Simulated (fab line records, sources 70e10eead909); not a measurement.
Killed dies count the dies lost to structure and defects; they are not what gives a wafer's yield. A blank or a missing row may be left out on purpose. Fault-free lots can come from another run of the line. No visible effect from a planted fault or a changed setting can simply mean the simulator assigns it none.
Chamber matching	flow nandHarc	4 sister chambers for NHARC_A_M1_CMP_23 on cmp-01
The step polishes, t overpolish 20 s, target thk 154.34 nm. 4 wafers are shown with their chamber, then 8 later ones without.

## WAFERS WITH THEIR CHAMBER
wafer	chamber	motorCurrentA (A)
L076.5	1	13.2
L086.2	2	12.6
L086.5	0	13.2
L087.1	3	11.2

## WAFERS MISSING THEIR CHAMBER
wafer	motorCurrentA (A)
L087.5	13.3
L087.6	13.5
L090.1	13.1
L090.4	12.7
L090.5	13.8
L096.1	12.8
L096.2	14.0
L096.6	12.5

## WHICH CHAMBER EACH WENT THROUGH
wafer	from the rows above	in truth
L087.5	can't be placed: 0 or 1 or 2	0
L087.6	can't be placed: 0 or 1 or 2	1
L090.1	can't be placed: 0 or 1 or 2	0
L090.4	can't be placed: 2 or 0 or 1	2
L090.5	can't be placed: 0 or 1 or 2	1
L096.1	can't be placed: 2 or 0 or 1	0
L096.2	can't be placed: 0 or 1 or 2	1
L096.6	can't be placed: 2 or 0 or 1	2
0 of 8 placed correctly. Unplaceable from these rows: 8, with the true chamber sitting among the candidates in 8. Number placed wrongly: 0.
How it was worked out, from the rows above alone: a wafer's distance from a chamber is the root of the sum, over the readings, of the square of ((its reading less the chamber's mean) divided by the reading's scatter). If the next closest chamber is less than 2 further off than the closest, the wafer can't be placed; otherwise it belongs to the closest. Each chamber's mean is taken over the wafers shown for it. The scatter: with one shown wafer a chamber, the root of the mean of the squares of how far each hidden wafer lies from its nearest shown one.
